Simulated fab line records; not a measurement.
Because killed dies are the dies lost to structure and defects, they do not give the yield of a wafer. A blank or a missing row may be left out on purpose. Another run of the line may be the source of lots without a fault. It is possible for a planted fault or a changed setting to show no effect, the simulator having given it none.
Chamber matching :: flow n5 finfet :: N5_FIN_CUT_CUT_ETCH_28 on rie si-06 has 4 sister chambers
The step etches Si in HBr/Cl2/O2, target depth 6 nm, time 2.4 s. 4 wafers are shown with their chamber, then 8 later ones without.

## WAFERS PAIRED WITH THEIR CHAMBERS
wafer: L083.4
chamber: 2
throttle valve pct (%): 37.0

wafer: L091.1
chamber: 1
throttle valve pct (%): 36.6

wafer: L091.4
chamber: 3
throttle valve pct (%): 37.5

wafer: L092.1
chamber: 0
throttle valve pct (%): 37.1

## WAFERS WITHOUT THEIR CHAMBER
wafer: L092.4
throttle valve pct (%): 36.6

wafer: L092.6
throttle valve pct (%): 36.6

wafer: L094.2
throttle valve pct (%): 37.7

wafer: L094.3
throttle valve pct (%): 37.1

wafer: L094.4
throttle valve pct (%): 36.6

wafer: L096.2
throttle valve pct (%): 37.1

wafer: L096.3
throttle valve pct (%): 36.6

wafer: L096.4
throttle valve pct (%): 37.5

## THE CHAMBER EACH PASSED THROUGH
wafer: L092.4
from the rows above: 1
in truth: 1

wafer: L092.6
from the rows above: 1
in truth: 1

wafer: L094.2
from the rows above: 3
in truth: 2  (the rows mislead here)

wafer: L094.3
from the rows above: can't be placed: 0 or 2
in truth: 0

wafer: L094.4
from the rows above: 1
in truth: 1

wafer: L096.2
from the rows above: can't be placed: 0 or 2
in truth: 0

wafer: L096.3
from the rows above: 1
in truth: 1

wafer: L096.4
from the rows above: 3
in truth: 3
5 of 8 placed correctly. From these rows, 2 cannot be placed; in 2 the true chamber is one of the candidates. Wrongly placed: 1.
How it was worked out, from the rows above alone: a wafer's distance from a chamber is the root of the sum, over the readings, of the square of ((its reading less the chamber's mean) divided by the reading's scatter). If the next closest chamber is less than 2 further off than the closest, the wafer can't be placed; otherwise it belongs to the closest. Each chamber's mean is taken over the wafers shown for it. The scatter (one wafer shown for each chamber): square how far every hidden wafer sits from the nearest shown wafer, average those squares and take the square root.
